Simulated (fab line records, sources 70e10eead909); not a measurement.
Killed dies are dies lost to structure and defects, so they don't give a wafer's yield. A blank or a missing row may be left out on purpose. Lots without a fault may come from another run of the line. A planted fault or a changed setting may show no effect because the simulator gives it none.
Which tool did it? | flow nand_harc | 11 lots, 33 wafers sampled, at 3 steps of a route of 1159

WHAT THE GAUGES READ, wafer by wafer
NHARC_P_GATE_CD_MEAS_46: target cd 720 nm.
lot  | measured     | on        | cd_nm (nm)
L076 | day 5 14:27  | cd_sem-02 | 721.0 723.5 722.1
L078 | day 6 04:14  | cd_sem-01 | 723.0 722.7 724.2
L080 | day 6 20:40  | cd_sem-01 | 718.0 718.3 715.3
L082 | day 7 02:58  | cd_sem-03 | 721.2 722.8 720.2
L084 | day 7 17:53  | cd_sem-02 | 716.1 718.8 721.4
L086 | day 8 10:12  | cd_sem-01 | 720.1 718.5 721.4
L088 | day 8 14:48  | cd_sem-02 | 722.5 719.3 717.7
L090 | day 9 02:44  | cd_sem-01 | 719.9 723.6 719.1
L092 | day 9 18:16  | cd_sem-01 | 719.3 723.5 722.4
L094 | day 9 21:34  | cd_sem-02 | 714.6 720.0 717.3
L096 | day 11 02:07 | cd_sem-02 | 714.4 717.5 719.2

WHICH TOOL RAN EACH LOT (tool, then ch and the chambers of the sampled wafers, then the start)
lot  | NHARC_P_ZERO_WELL_DESCUM_13       | NHARC_P_GATE_STRIP_108
L076 | rie_diel-02 ch 0,2,3, day 2 01:35 | rie_diel-05 ch 0,1,3, day 5 03:18
L078 | rie_diel-03 ch 0,1,3, day 2 13:25 | rie_diel-11 ch 0,1, day 5 17:08
L080 | rie_diel-03 ch 0,2,3, day 3 01:31 | rie_diel-11 ch 1,2,3, day 6 09:28
L082 | rie_diel-02 ch 1,2, day 3 13:24   | rie_diel-11 ch 1,2, day 6 15:46
L084 | rie_diel-01 ch 1,3, day 4 01:17   | rie_diel-11 ch 0,2, day 7 04:34
L086 | rie_diel-03 ch 0,1,2, day 4 13:25 | rie_diel-11 ch 1,2,3, day 7 21:05
L088 | rie_diel-01 ch 0,1,2, day 5 01:24 | rie_diel-11 ch 0,3, day 8 03:44
L090 | rie_diel-03 ch 0,1, day 5 13:17   | rie_diel-05 ch 0,1,2, day 8 15:31
L092 | rie_diel-02 ch 0,1,2, day 6 01:25 | rie_diel-11 ch 0,1,3, day 9 07:12
L094 | rie_diel-02 ch 0,1,2, day 6 13:31 | rie_diel-11 ch 0,3, day 9 10:20
L096 | rie_diel-03 ch 0,1,3, day 7 01:32 | rie_diel-06 ch 1,2,3, day 10 15:07
- NHARC_P_ZERO_WELL_DESCUM_13: chemistry O2, time 3 s.
- NHARC_P_GATE_STRIP_108: strips in O2.

THE ANSWER, worked out from the rows above alone
Rule: what is usual is taken from the lots themselves. Put in order of their means at a reading, lots are off if they are a third of the lots or fewer, leave a main group of 4 or more, and stand apart from it by a gap of 3 or more times the standard deviation of the main group's means; of several such gaps the widest counts. A main group whose means are all the same, to the digits that the tables above print for the reading, isn't used. A lot without any number at a reading at which 4 lots or more have one is off too. The other lots that the step has rows for count as sound.
No lot is off at any reading shown: from this, nothing can be told.

WHAT THE SIMULATOR HAD PUT IN
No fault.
